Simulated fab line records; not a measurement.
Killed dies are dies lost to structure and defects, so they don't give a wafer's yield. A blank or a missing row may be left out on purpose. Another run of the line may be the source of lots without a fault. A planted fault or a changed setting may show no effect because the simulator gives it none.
Split-lot experiment ; flow n5_finfet ; 21 wafers read from 7 lots, route of 1938 steps

ABOUT THE SPLIT
At N5_BEOL_M15_EXPOSE_25 (exposes mask M15, target cd 400 nm), the setting dose_mj was moved away from the recipe's 35.5 on 9 of the 21 wafers read, by -2.1% to +5.2%. For the rest of the wafers, this setting stayed at what the recipe calls for.

FROM THE SPLIT TO THE READING: what the file shows between them, 3 steps
- N5_BEOL_M15_PEB_26: peb time 90 s
- N5_BEOL_M15_DEVELOP_27: develop time 45 s
- N5_BEOL_M15_HARDBAKE_32: time 120 s

THE READING
cd_nm, in nm, at N5_BEOL_M15_CD_MEAS_28 (target cd 407.6 nm). Fault-free wafers of this fab line usually give 406.7 nm, standard deviation 2.3 nm.

wafer;tool, chamber at the split;dose_mj as run;against the recipe;cd_nm, nm;against lot-mates on the recipe
L078.1;krf_scanner-02, 0;37.08;+4.5%;416.4;+5.2
L078.3;krf_scanner-02, 0;35.5;recipe;410.7;-
L078.5;krf_scanner-02, 0;35.5;recipe;411.6;-
L079.3;krf_scanner-01, 0;35.5;recipe;407.1;-
L079.4;krf_scanner-01, 0;35.5;recipe;406.6;-
L079.6;krf_scanner-01, 0;35.5;recipe;405.7;-
L081.3;krf_scanner-01, 0;37.25;+4.9%;411.7;+8.1
L081.4;krf_scanner-01, 0;35.5;recipe;403.5;-
L081.6;krf_scanner-01, 0;35.5;recipe;403.7;-
L085.1;krf_scanner-02, 0;35.5;recipe;407.6;-
L085.2;krf_scanner-02, 0;35.5;recipe;408.5;-
L085.3;krf_scanner-02, 0;35.5;recipe;410.2;-
L089.1;krf_scanner-02, 0;36.36;+2.4%;412.0;+5.9
L089.3;krf_scanner-02, 0;36.36;+2.4%;409.9;+3.8
L089.4;krf_scanner-02, 0;35.5;recipe;406.1;-
L092.2;krf_scanner-01, 0;34.77;-2.1%;401.0;-5.9
L092.3;krf_scanner-01, 0;35.5;recipe;406.9;-
L092.5;krf_scanner-01, 0;34.77;-2.1%;400.9;-6.0
L093.1;krf_scanner-01, 0;37.33;+5.2%;414.6;no lot-mate on the recipe
L093.4;krf_scanner-01, 0;37.33;+5.2%;415.1;no lot-mate on the recipe
L093.6;krf_scanner-01, 0;37.33;+5.2%;413.2;no lot-mate on the recipe

THE FIT
A straight line over all 21 wafers: cd_nm changes by +1.58 nm for each +1% of dose_mj; r = +0.85; the points scatter about the line by 2.4 nm.
The same after taking each lot's own level away (the mean of its wafers on the recipe; 18 wafers): +1.79 nm for each +1%; r = +0.94; scatter 1.2 nm.
Per that fit: largest dose_mj move, reading shift of 9.2 nm.
Across the lots, their own levels run from 403.60 to 411.15 nm, a range of 3.3 times the standard deviation given above.
In other words, the slope is changed by the lot-to-lot level; the two fits disagree.
Check: +8.65 nm against its lot-mates is what the line predicts for one of the wafers moved furthest among these (+4.9%) when that wafer is left out of the fit. Against them it came out at +8.1 nm.

ADDITIONAL SPLITS CARRIED BY THESE WAFERS
Other splits were also applied to these wafers ahead of the reading. Each is held against what the fit with the lots' levels taken away leaves over:
other split on the same wafers;wafers away from the commonest value;r with cd_nm (lot level and that fit taken away)
N5_BEOL_M10_COAT_60 spin_rpm;6;+0.50
N5_BEOL_M10_ETCH_62 time_s;6;+0.34
N5_BEOL_M13_COAT_58 spin_rpm;4;+0.26
N5_BEOL_M13_DESCUM_15 time_s;8;-0.30
N5_BEOL_M14_COAT_65 spin_rpm;7;-0.17
N5_BEOL_M15_COAT_22 spin_rpm;4;+0.14

THE WHOLE CHAIN: every reading that the file lists as answering this split, in the file's order
step;what it does;reading;change (the file's fit);r (the file's)
N5_BEOL_M15_CD_MEAS_28;target cd 407.6 nm;cd_nm;+1.6 nm for each +1% of the setting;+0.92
N5_BEOL_M15_DESCUM_33;chemistry O2, time 7.9 s;BEOL_M15.cd_nm (the simulator's own value, which no gauge read);+1.62 nm for each +1% of the setting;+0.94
N5_BEOL_M15_ETCH_61;etches BARC in N2/H2, target depth 89 nm, overetch 26.7 nm, time 67.9 s;BEOL_M15.cd_nm (the simulator's own value, which no gauge read);+1.53 nm for each +1% of the setting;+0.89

THE FILE'S OWN FIT
cd_nm changes by +1.6 nm for each +1% of dose_mj, r = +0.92.
